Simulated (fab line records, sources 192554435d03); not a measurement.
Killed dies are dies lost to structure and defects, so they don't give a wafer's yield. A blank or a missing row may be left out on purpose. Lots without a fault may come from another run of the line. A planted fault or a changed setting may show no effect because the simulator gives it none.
A struck lot beside a sound one | flow n5_finfet | 16 steps out of a route of 1938
Sound: wafers L838.1, L838.4, L838.6. Struck: wafer L831.5. (L831.6 of the same lot was not struck and is left out.) The cause comes at the end.
At each step with rows: each side's tool, then ch and its chambers, then its first start. Under that, the readings that differ: sound wafers | struck wafers | difference of the means | sigmas: that difference in standard deviations of wafers without a fault.
alike: readings whose means differ by less than 2 such deviations, and words and numbers that are the same on both sides. not compared: withheld readings, readings that some wafer has no value for, bounds like >300 that may hide the same value, and numbers for which the record gives no deviation and whose values overlap.
The two part at a step that has a row with sigmas, a row that says differs or no value, or rows on one side only. Numbers that don't overlap but have no deviation are shown without sigmas and don't part them. A reading that every wafer of one side lacks parts them only if that side has two wafers or more.

N5_FIN_SAQP_ETCH_34: etches SiO2 in C4F6/O2, target depth 45 nm, time 15 s.
  sound on rie_diel-06 ch 0,2,3, day 6 04:08; struck on rie_diel-06 ch 0, day 4 08:43
  alike: drypump_motor_current_A, etch_rf_on_time_s, oes_f_703_au, oes_product_au, rf_vpp_V, showerhead_plenum_p_Torr, throttle_valve_pct
  not compared: rf_hours_counter_h
N5_FIN_SAQP_STRIP_77: strips in N2/H2, time 90 s.
  sound on rie_diel-06 ch 0,2,3, day 6 04:10; struck on rie_diel-06 ch 0, day 4 08:46
  alike: drypump_motor_current_A, oes_product_au, rf_vpp_V, showerhead_plenum_p_Torr, throttle_valve_pct
  not compared: rf_hours_counter_h
N5_FIN_SAQP_HM_CD_35: target cd 8 nm.
  sound on cd_sem-03, day 6 04:17; struck on cd_sem-02, day 4 08:52
  alike: cd_nm
N5_FIN_SAQP_ETCH_64: etches SiO2 in CF4, target depth 1.5 nm.
  sound on rie_si-03 ch 1,2,3, day 6 04:20; struck on rie_si-03 ch 0, day 4 08:54
  alike: drypump_motor_current_A, oes_product_au, throttle_valve_pct
  not compared: rf_hours_counter_h
N5_FIN_SAQP_FIN_ETCH_36: etches the open film in HBr/Cl2/O2, target depth 120 nm, time 50.4 s.
  sound on rie_si-03 ch 1,2,3, day 6 04:21; struck on rie_si-03 ch 0, day 4 08:58
  alike: drypump_motor_current_A, oes_product_au, throttle_valve_pct
  not compared: rf_hours_counter_h
N5_FIN_SAQP_CD_MEAS_37: target cd 8 nm.
  sound on cd_sem-02, day 6 04:28; struck on cd_sem-02, day 4 09:03
  alike: cd_nm
then, 3 steps without rows for these wafers: N5_FIN_SAQP_PRECLEAN_38 (cleans in O3/DIW, time 45 s); N5_FIN_SAQP_PRECLEAN_45 (cleans in dHF, time 10 s); N5_FIN_SAQP_SRD_39 (time 30 s).
N5_FIN_SAQP_OCD_MEAS_76:
  sound on ocd-02, day 6 04:34; struck on ocd-02, day 4 09:08
  alike: trench_depth_nm
N5_FIN_SAQP_INSPECT_40: inspects for defects (brightfield).
  sound on defect_inspect-01, day 6 04:37; struck on defect_inspect-02, day 4 09:10
  alike: raw_defect_count
then, 1 step without rows for these wafers: N5_FIN_CUT_COAT_18 (time 60 s, resist thk 230 nm).
N5_FIN_CUT_COAT_19: time 60 s, resist thk 20 nm.
  sound on litho_track-03 ch 0, day 6 04:38; struck on litho_track-05 ch 0, day 4 09:12
  reading                     | sound             | struck | difference | sigmas
  dispense_pressure_kPa (kPa) | 47.8 47.8 47.8    | 49.6   | +1.8       | +2
  heater_power_total_W (W)    | 429.9 424.2 427.1 | 443.3  | +16.2      | +8
  run_length_s (s)            | 66.26 66.25 66.30 | 63.39  | -2.88      | -22
  alike: chill_plate_temp_C
then, 1 step without rows for these wafers: N5_FIN_CUT_COAT_29 (time 60 s, resist thk 10 nm).
-- the record jumps here: 6 days lie between the struck wafers' starts before and after (it left off in module FIN_CUT and takes up again in module BEOL_M4, whose first step shown is number 1111 of the route) --
N5_BEOL_M4_RC_MEAS_101:
  sound on prober-01 ch 0, day 12 08:23; struck on prober-01 ch 0, day 10 09:20
  alike: DIBL_N, DIBL_P, IOFF_N, IOFF_P, ION_N, ION_P, SS_N, SS_P, VT_N, VT_P
-- the record jumps here: 4 days lie between the struck wafers' starts before and after (it left off in module BEOL_M4 and takes up again in module PASSIVATION, whose first step shown is number 1936 of the route) --
N5_PASSIVATION_PROBE_49:
  the record has rows for the struck wafers here (prober-02, day 14 19:27) and none for the sound ones

WHERE THEY PART
First at N5_FIN_CUT_COAT_19; last, within this record, at N5_PASSIVATION_PROBE_49.

WHY: what the simulator had put in
Process parameter drift: litho_track-05, from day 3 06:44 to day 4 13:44, at N5_FIN_CUT_COAT_19. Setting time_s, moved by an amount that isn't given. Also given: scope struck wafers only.
